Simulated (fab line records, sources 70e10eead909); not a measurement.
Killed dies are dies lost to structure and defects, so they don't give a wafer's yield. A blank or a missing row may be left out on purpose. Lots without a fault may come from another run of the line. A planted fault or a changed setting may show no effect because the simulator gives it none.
fab line records | flow nand_harc
record lots=6 wafers=18 last_day=23
route steps=1159 shown A_SLIT@803 A_SIN_REMOVE@804 A_WL_FILL@809 END@1159
lots that met no fault: from a run of the same line without faults
start_h: hours from the record's first day to the start of the lot's first wafer shown | wait_h: hours since the lot's step before | " the same as in the row above | L1.1+2: a row that stands for several wafers | - no value, or no start given | * or withheld: withheld | < > ~ a bound
route shown NAME@n: a module of which the file shows steps, and the number in the route of the first | usual: mean/standard deviation of fault-free wafers | same: alike in all rows | chamber/n: place in a boat | sites: the reading at each site | _std_site: their standard deviation | _edge_site: outer sites' mean less inner sites' | radius_mm: how far each site lies from the wafer's centre | mask NAME#n: copy n | behind: the tool/chamber that last shaped the wafer | hold: why the lot was held/for how many hours/how that ended | device: the transistor (n, p or np) that didn't switch | end of line: the same wafers' tests at the end of the route | a step without rows: its recipe alone | killed: dies lost to structure and defects at the first sort, not the wafer's yield | map: a wafer's dies, x killed, . not, _ none there
set.NAME: the setting as run; set.NAME@STEP: as run at that earlier step | model.NAME: the simulator's own value behind a step, which no gauge read
lots at some steps of the route; a table a step, a row a wafer
services: from which hour (start_h, from the record's first day; less than 0 if before it) a tool's chamber was out of use, for how many hours, and why
## steps
# step NHARC_A_SLIT_CD_MEAS_21
# usual cd_nm=289.4/0.84
# columns lot.wafer tool chamber start_h wait_h cd_nm
L738.3 cd_sem-01 - 338.64 - 290.1
L738.4 " - " " 289.3
L738.5 " - " " 289.1
L743.1 cd_sem-02 - 385.30 - 290.5
L743.5 " - " " 290.7
L743.6 " - " " 290.9
L745.1 cd_sem-01 - 405.72 - 290.5
L745.2 " - " " 289.9
L745.5 " - " " 289.8
L748.1 cd_sem-01 - 409.10 - 288.7
L748.2 " - " " 289.3
L748.4 " - " " 289.5
L750.1 cd_sem-02 - 430.04 - 288.8
L750.5 " - " " 288.8
L750.6 " - " " 289.1
L753.1 cd_sem-01 - 439.05 - 289.8
L753.4 " - " " 289.5
L753.6 " - " " 290.2
# step NHARC_A_SIN_REMOVE_WET_00
# recipe temp_c=160 time_s=15300 chemistry=H3PO4
# step NHARC_A_SIN_REMOVE_PRECLEAN_01
# recipe time_s=* temp_c=50 bath_age_min=0 chemistry=SC1
# step NHARC_A_SIN_REMOVE_SRD_02
# step NHARC_A_SIN_REMOVE_INSPECT_04
# usual raw_defect_count=348/120
# columns lot.wafer tool chamber start_h wait_h raw_defect_count
L738.3 defect_inspect-01 - 346.41 0.0 329
L738.4 " - " " 243
L738.5 " - " " 357
L743.1 defect_inspect-02 - 391.86 0.0 401
L743.5 " - " " 358
L743.6 " - " " 412
L745.1 defect_inspect-02 - 413.45 0.0 523
L745.2 " - " " 445
L745.5 " - " " 226
L748.1 defect_inspect-02 - 417.01 0.0 207
L748.2 " - " " 321
L748.4 " - " " 348
L750.1 defect_inspect-02 - 436.12 0.0 392
L750.5 " - " " 426
L750.6 " - " " 502
L753.1 defect_inspect-02 - 446.69 0.0 271
L753.4 " - " " 265
L753.6 " - " " 329
# step NHARC_A_WL_FILL_ALD_00
# recipe target_thk_a=30 pulse_time_s=3 ald_cycles=30 temp_c=300 material=Al2O3
# usual heater_power_w=477/54 precursor_pulse_height_rel=0.999/0.02
# same pulse_time_s=3
# columns lot.wafer tool chamber start_h wait_h heater_power_w precursor_pulse_height_rel
L738.3 ald_hk-03 3 347.20 0.8 519 1.013
L738.4 " 1 " " 423 0.980
L738.5 " 3 " " 524 1.045
L743.1 ald_hk-03 3 392.52 0.7 530 0.981
L743.5 " 2 " " 481 0.988
L743.6 " 3 " " 538 1.020
L745.1 ald_hk-03 0 413.52 0.1 514 0.983
L745.2 " 1 " " 426 0.972
L745.5 " 1 " " 418 0.988
L748.1 ald_hk-03 1 418.07 1.1 432 0.981
L748.4 " 2 " " 483 0.985
L748.2 " 0 " " 503 1.003
L750.1 ald_hk-04 0 436.27 0.1 524 0.995
L750.5 " 1 " " 359 0.993
L750.6 " 2 " " 530 0.975
L753.1 ald_hk-03 2 446.75 0.1 498 1.018
L753.4 " 1 " " 425 1.037
L753.6 " 3 " " 546 1.008
# step NHARC_A_WL_FILL_RTA_01
# recipe temp_c=1000 time_s=5
# usual lamp_power_pct=28.88/0.17 wafer_temp_C_max=1005.3/1.5
# columns lot.wafer tool chamber start_h wait_h lamp_power_pct wafer_temp_C_max
L738.3 rtp_anneal-01 0 347.50 - 29.06 1004.2
L738.4 " 0 " " 29.02 1003.6
L738.5 " 0 " " 29.05 1004.1
L743.1 rtp_anneal-01 0 392.77 - 29.05 1003.9
L743.5 " 0 " " 29.01 1003.7
L743.6 " 0 " " 29.07 1004.5
L745.1 rtp_anneal-02 0 413.79 - 28.71 1004.5
L745.2 " 0 " " 28.70 1004.8
L745.5 " 0 " " 28.64 1006.4
L748.1 rtp_anneal-02 0 418.35 - 28.69 1007.4
L748.2 " 0 " " 28.69 1005.9
L748.4 " 0 " " 28.69 1006.6
L750.1 rtp_anneal-01 0 436.46 - 29.08 1005.3
L750.5 " 0 " " 29.08 1006.3
L750.6 " 0 " " 29.02 1005.3
L753.1 rtp_anneal-02 0 447.02 - 28.71 1006.6
L753.4 " 0 " " 28.63 1003.9
L753.6 " 0 " " 28.78 1003.7
# step NHARC_A_WL_FILL_ALD_02
# recipe target_thk_a=20 pulse_time_s=3 ald_cycles=100 temp_c=450 material=TiN
# usual heater_power_w=1121/130 precursor_pulse_height_rel=1.004/0.02
# same pulse_time_s=3
# columns lot.wafer tool chamber start_h wait_h heater_power_w precursor_pulse_height_rel
L738.3 ald_metal-04 0 347.70 0.2 1065 0.972
L738.4 " 2 " " 1462 1.006
L738.5 " 3 " " 959 0.969
L743.1 ald_metal-04 3 393.10 0.3 988 1.008
L743.6 " 0 " " 1033 0.989
L743.5 " 1 " " 1073 1.014
L745.1 ald_metal-02 2 414.00 0.2 1159 1.007
L745.2 " 1 " " 1211 1.031
L745.5 " 2 " " 1170 1.029
L748.2 ald_metal-02 1 418.56 0.2 1220 1.018
L748.4 " 2 " " 1183 1.011
L748.1 " 0 " " 1155 1.000
L750.1 ald_metal-04 1 436.79 0.3 1103 1.014
L750.5 " 2 " " 1424 1.013
L750.6 " 3 " " 1016 1.015
L753.4 ald_metal-04 0 447.24 0.1 978 1.056
L753.1 " 1 " " 1083 0.976
L753.6 " 1 " " 1072 0.987
# step NHARC_A_WL_FILL_CVD_03
# recipe target_thk_a=400 temp_c=300 pressure_torr=40 wf6_flow_sccm=40 h2_flow_sccm=1600 ar_flow_sccm=1560 time_s=3302 material=W
# usual heater_power_w=460/28 throttle_valve_pct=7.98/0.21
# columns lot.wafer tool chamber start_h wait_h heater_power_w throttle_valve_pct
L738.4 cvd_w-02 1 349.04 1.0 438 7.84
L738.3 " 0 " " 454 7.81
L738.5 " 0 " " 452 7.74
L743.1 cvd_w-02 0 395.82 2.5 449 7.34
L743.5 " 1 397.21 3.8 428 8.27
L743.6 " 0 " " 449 7.69
L745.1 cvd_w-02 1 414.44 0.1 430 7.87
L745.2 " 0 " " 445 7.64
L745.5 " 0 416.75 2.4 446 7.83
L748.1 cvd_w-01 0 421.95 3.0 501 8.17
L748.2 " 1 " " 448 8.07
L748.4 " 1 " " 429 7.89
L750.1 cvd_w-01 1 439.86 2.8 446 7.88
L750.5 " 0 441.26 4.2 492 8.27
L750.6 " 1 " " 451 8.12
L753.1 cvd_w-01 0 449.80 2.2 493 8.07
L753.4 " 1 " " 451 8.08
L753.6 " 0 451.68 4.1 512 8.17
# step NHARC_A_WL_FILL_ETCHBACK_04
# recipe target_depth_a=600 time_s=120 chemistry=NF3
# step NHARC_A_WL_FILL_ETCHBACK_05
# recipe target_depth_a=220 time_s=60 temp_c=40 chemistry=Cl2/BCl3
# usual chamber_pressure_mTorr=9.998/0.014 drypump_motor_current_A=5.6/0.45 oes_product_au=1.000/0.0094
# columns lot.wafer tool chamber start_h wait_h chamber_pressure_mTorr drypump_motor_current_A oes_product_au rf_hours_counter_h
L738.4 rie_metal-02 0 351.66 0.2 10.005 5.3 1.024 -
L738.3 " 1 " " 9.996 4.9 0.988 -
L738.5 " 0 " " 9.993 5.2 1.016 -
L743.1 rie_metal-01 1 398.90 0.2 - - - -
L743.6 " 0 " " - - - -
L743.5 " 1 " " - - - -
L745.1 rie_metal-02 0 417.93 0.2 - - - -
L745.2 " 1 " " - - - -
L745.5 " 1 " " - - - -
L748.2 rie_metal-02 0 425.49 0.2 9.998 5.3 1.000 0.8
L748.1 " 1 " " 10.012 4.9 1.001 0.8
L748.4 " 1 " " 10.011 4.9 0.997 -
L750.1 rie_metal-01 1 442.95 0.2 10.005 6.0 1.003 3.3
L750.6 " 1 " " 10.000 6.0 1.008 -
L750.5 " 0 " " 9.988 6.0 1.018 -
L753.1 rie_metal-03 1 452.89 0.2 9.992 6.0 0.994 4.8
L753.4 " 0 " " 9.989 5.6 0.998 -
L753.6 " 0 " " 9.987 5.6 0.990 -
# step NHARC_A_WL_FILL_STRIP_27
# recipe power_w=1500 temp_c=250 time_s=20 chemistry=N2/H2
# usual drypump_motor_current_A=5.68/0.28 heater_power_w=334/32
# columns lot.wafer tool chamber start_h wait_h drypump_motor_current_A heater_power_w rf_hours_counter_h
L738.4 plasma_asher-02 0 352.03 0.4 5.91 301 -
L738.3 " 1 " " 5.91 322 -
L738.5 " 0 " " 5.90 290 -
L743.1 plasma_asher-02 0 399.05 0.1 5.90 302 12
L743.5 " 1 " " 5.89 315 -
L743.6 " 0 " " 5.90 304 -
L745.2 plasma_asher-02 1 418.26 0.3 5.88 313 18
L745.1 " 0 " " 5.89 306 18
L745.5 " 1 " " 5.86 319 -
L748.2 plasma_asher-02 0 425.63 0.1 5.82 304 20
L748.1 " 1 " " 5.86 318 20
L748.4 " 0 " " 5.90 299 -
L750.1 plasma_asher-01 0 443.09 0.1 5.45 383 54
L750.6 " 0 " " 5.48 377 -
L750.5 " 1 " " 5.21 370 -
L753.1 plasma_asher-02 1 453.01 0.1 5.87 313 29
L753.4 " 1 " " 5.89 320 -
L753.6 " 0 " " 5.88 299 -
# step NHARC_END_SORT_01
# recipe temp_c=25
# usual killed_at_array=25/9.2 killed_at_other=0.9/1.3 killed_at_periphery=3.3/2.3 killed_dies=29/9.6 killed_open=3.2/1.8 killed_short=2/1.4
# same gross_dies=677
# columns lot.wafer tool chamber start_h wait_h killed_at_array killed_at_other killed_at_periphery killed_dies killed_open killed_short
L743.1 prober-02 0 497.85 2.5 668 3 6 677 4 3
L743.5 prober-02 0 500.99 3.6 672 3 2 677 1 1
L743.6 prober-02 0 501.78 3.9 674 1 2 677 5 1
L745.1 prober-02 0 520.08 2.5 669 1 7 677 2 4
L745.2 prober-02 0 520.87 2.8 675 0 2 677 2 2
L745.5 prober-02 0 523.25 3.7 673 0 4 677 1 1
L750.1 prober-02 0 559.43 2.5 12 2 5 19 6 0
L750.5 prober-02 0 562.63 3.7 15 2 2 19 3 0
L750.6 prober-02 0 563.43 4.0 19 1 5 25 6 1
# killed by level:class
L743.1 A_WL_FILL:area_etchback=634 A_CHANNEL_HOLE_D1:chamber_film_flake=20 A_STAIRCASE:chamber_film_flake=4 A_CONTACT:chamber_film_flake=3 THIN_TSV:chamber_film_flake=3 P_BONDPAD:chamber_film_flake=2 A_SGD_CUT:chamber_film_flake=2 P_M0:geometric_particle:short=1
L743.5 A_WL_FILL:area_etchback=649 A_CHANNEL_HOLE_D1:chamber_film_flake=11 A_STAIRCASE:chamber_film_flake=6 THIN_TSV:chamber_film_flake=3 A_SGD_CUT:chamber_film_flake=3 A_CONTACT:chamber_film_flake=2 P_M1:geometric_particle:open=1 A_CONTACT:geometric_particle:short=1
L743.6 A_WL_FILL:area_etchback=642 A_CHANNEL_HOLE_D1:chamber_film_flake=15 A_CONTACT:chamber_film_flake=5 A_STAIRCASE:chamber_film_flake=3 A_M0:geometric_particle:open=2 P_BONDPAD:chamber_film_flake=2 A_SGD_CUT:chamber_film_flake=2 A_ONON_D1:geometric_particle:open=1
L745.1 A_WL_FILL:area_etchback=641 A_CHANNEL_HOLE_D1:chamber_film_flake=17 P_ZERO_WELL:chamber_film_flake=4 P_GATE:chamber_film_flake=2 A_STAIRCASE:chamber_film_flake=2 A_CONTACT:chamber_film_flake=2 P_BONDPAD:geometric_particle:open=1 A_STAIRCASE:geometric_particle:short=1
L745.2 A_WL_FILL:area_etchback=647 A_CHANNEL_HOLE_D1:chamber_film_flake=18 P_ZERO_WELL:chamber_film_flake=2 A_CONTACT:chamber_film_flake=2 A_SOURCE_PLATE:geometric_particle:open=1 A_SOURCE_PLATE:geometric_particle:short=1 A_ONON_D1:geometric_particle:short=1 A_CHANNEL_FILL_D1:geometric_particle:open=1
L745.5 A_WL_FILL:area_etchback=645 A_CHANNEL_HOLE_D1:chamber_film_flake=17 A_ZERO_WELL:chamber_film_flake=4 A_CONTACT:chamber_film_flake=3 P_GATE:chamber_film_flake=2 A_BLC:geometric_particle:open=1 A_BLC:geometric_particle:short=1 P_ZERO_WELL:chamber_film_flake=1
L750.1 P_ZERO_WELL:chamber_film_flake=4 A_STAIRCASE:chamber_film_flake=3 A_CONTACT:chamber_film_flake=3 A_ONON_D1:geometric_particle:open=2 A_CHANNEL_HOLE_D1:chamber_film_flake=2 P_M2:geometric_particle:open=1 A_SGD_CUT:geometric_particle:open=1 A_CONTACT:geometric_particle:open=1
L750.5 A_CONTACT:chamber_film_flake=6 A_CHANNEL_HOLE_D1:chamber_film_flake=4 A_STAIRCASE:chamber_film_flake=2 THIN_TSV:chamber_film_flake=2 A_SLIT:geometric_particle:open=1 A_CONTACT:geometric_particle:open=1 A_M0:geometric_particle:open=1 P_STI:chamber_film_flake=1
L750.6 A_CONTACT:chamber_film_flake=6 A_CHANNEL_HOLE_D1:chamber_film_flake=4 A_STAIRCASE:chamber_film_flake=4 P_CONTACT:geometric_particle:open=2 A_SGD_CUT:geometric_particle:short=1 A_WL_FILL:geometric_particle:open=1 A_CONTACT:geometric_particle:open=1 A_BLC:geometric_particle:open=1
# map L743.1 (x killed, . not)
____________x____________
_________xxxxxxx_________
_______xxxxxxxxxxx_______
______xxxxxxxxxxxxx______
_____xxxxxxxxxxxxxxx_____
____xxxxxxxxxxxxxxxxx____
____xxxxxxxxxxxxxxxxx____
___xxxxxxxxxxxxxxxxxxx___
___xxxxxxxxxxxxxxxxxxx___
__xxxxxxxxxxxxxxxxxxxxx__
__xxxxxxxxxxxxxxxxxxxxx__
_xxxxxxxxxxxxxxxxxxxxxxx_
_xxxxxxxxxxxxxxxxxxxxxxx_
_xxxxxxxxxxxxxxxxxxxxxxx_
_xxxxxxxxxxxxxxxxxxxxxxx_
_xxxxxxxxxxxxxxxxxxxxxxx_
xxxxxxxxxxxxxxxxxxxxxxxxx
xxxxxxxxxxxxxxxxxxxxxxxxx
xxxxxxxxxxxxxxxxxxxxxxxxx
xxxxxxxxxxxxxxxxxxxxxxxxx
xxxxxxxxxxxxxxxxxxxxxxxxx
_xxxxxxxxxxxxxxxxxxxxxxx_
_xxxxxxxxxxxxxxxxxxxxxxx_
_xxxxxxxxxxxxxxxxxxxxxxx_
_xxxxxxxxxxxxxxxxxxxxxxx_
_xxxxxxxxxxxxxxxxxxxxxxx_
__xxxxxxxxxxxxxxxxxxxxx__
__xxxxxxxxxxxxxxxxxxxxx__
___xxxxxxxxxxxxxxxxxxx___
___xxxxxxxxxxxxxxxxxxx___
____xxxxxxxxxxxxxxxxx____
____xxxxxxxxxxxxxxxxx____
_____xxxxxxxxxxxxxxx_____
______xxxxxxxxxxxxx______
_______xxxxxxxxxxx_______
_________xxxxxxx_________
____________x____________
# map L745.1 (x killed, . not)
____________x____________
_________xxxxxxx_________
_______xxxxxxxxxxx_______
______xxxxxxxxxxxxx______
_____xxxxxxxxxxxxxxx_____
____xxxxxxxxxxxxxxxxx____
____xxxxxxxxxxxxxxxxx____
___xxxxxxxxxxxxxxxxxxx___
___xxxxxxxxxxxxxxxxxxx___
__xxxxxxxxxxxxxxxxxxxxx__
__xxxxxxxxxxxxxxxxxxxxx__
_xxxxxxxxxxxxxxxxxxxxxxx_
_xxxxxxxxxxxxxxxxxxxxxxx_
_xxxxxxxxxxxxxxxxxxxxxxx_
_xxxxxxxxxxxxxxxxxxxxxxx_
_xxxxxxxxxxxxxxxxxxxxxxx_
xxxxxxxxxxxxxxxxxxxxxxxxx
xxxxxxxxxxxxxxxxxxxxxxxxx
xxxxxxxxxxxxxxxxxxxxxxxxx
xxxxxxxxxxxxxxxxxxxxxxxxx
xxxxxxxxxxxxxxxxxxxxxxxxx
_xxxxxxxxxxxxxxxxxxxxxxx_
_xxxxxxxxxxxxxxxxxxxxxxx_
_xxxxxxxxxxxxxxxxxxxxxxx_
_xxxxxxxxxxxxxxxxxxxxxxx_
_xxxxxxxxxxxxxxxxxxxxxxx_
__xxxxxxxxxxxxxxxxxxxxx__
__xxxxxxxxxxxxxxxxxxxxx__
___xxxxxxxxxxxxxxxxxxx___
___xxxxxxxxxxxxxxxxxxx___
____xxxxxxxxxxxxxxxxx____
____xxxxxxxxxxxxxxxxx____
_____xxxxxxxxxxxxxxx_____
______xxxxxxxxxxxxx______
_______xxxxxxxxxxx_______
_________xxxxxxx_________
____________x____________
## services
# columns tool chamber start_h hours kind
ald_hk-03 - 327.12 10.0 pm
ald_hk-03 0 327.12 10.0 vent_cycle
ald_hk-03 1 327.12 10.0 vent_cycle
ald_hk-03 2 327.12 10.0 vent_cycle
ald_hk-03 3 327.12 10.0 vent_cycle
rie_metal-01 - 332.00 9.0 pm
ald_hk-03 0 337.12 - clean
ald_hk-03 1 337.12 - clean
ald_hk-03 2 337.12 - clean
ald_hk-03 3 337.12 - clean
plasma_asher-01 - 349.15 7.4 repair
plasma_asher-02 - 360.03 9.0 pm
plasma_asher-02 0 360.03 9.0 vent_cycle
plasma_asher-02 1 360.03 9.0 vent_cycle
ald_metal-02 - 364.01 10.0 pm
plasma_asher-02 0 369.03 - clean
plasma_asher-02 1 369.03 - clean
cvd_w-02 - 379.65 13.0 pm
rie_metal-02 - 388.00 9.0 pm
rtp_anneal-02 - 397.18 2.6 repair
ald_metal-04 - 406.00 10.0 pm
rie_metal-03 - 408.25 0.2 repair
rie_metal-03 - 446.66 0.3 repair
rie_metal-03 - 453.00 9.0 pm
## key
first_sign step=NHARC_A_WL_FILL_ETCHBACK_05 reading=tool_record direction=missing
effect step=NHARC_END_SORT_01 reading=killed_at_array direction=up sigmas=70 usual=25 struck=672
more_kills_born_at NHARC_A_WL_FILL_ETCHBACK_05@rie_metal-02=1932 NHARC_A_WL_FILL_ETCHBACK_05@rie_metal-01=1925
met_at NHARC_A_WL_FILL_ETCHBACK_05
struck_wafers L743.1,L743.5,L743.6,L745.1,L745.2,L745.5
later_rows_left_out L743.1,L743.5,L743.6,L745.1,L745.2,L745.5
tester_left_out L743,L745
onset_between 351.66 398.90
fault kind=skipped_step_whole tool=rie_metal-01,rie_metal-02 chamber=- onset_h=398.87 steps=NHARC_A_WL_FILL_ETCHBACK_05 scope=struck_lots_only
# tester_left_out: of these lots the tester's yield and bins aren't shown, on N5 and GAA mostly nor the transistor test; their killed dies are dies lost to structure and defects alone, not to doping, threshold or leakage, so they don't give the yield
# later_rows_left_out: the simulator's readings of these wafers behind a module that went badly wrong aren't trusted and aren't shown, but for the sort
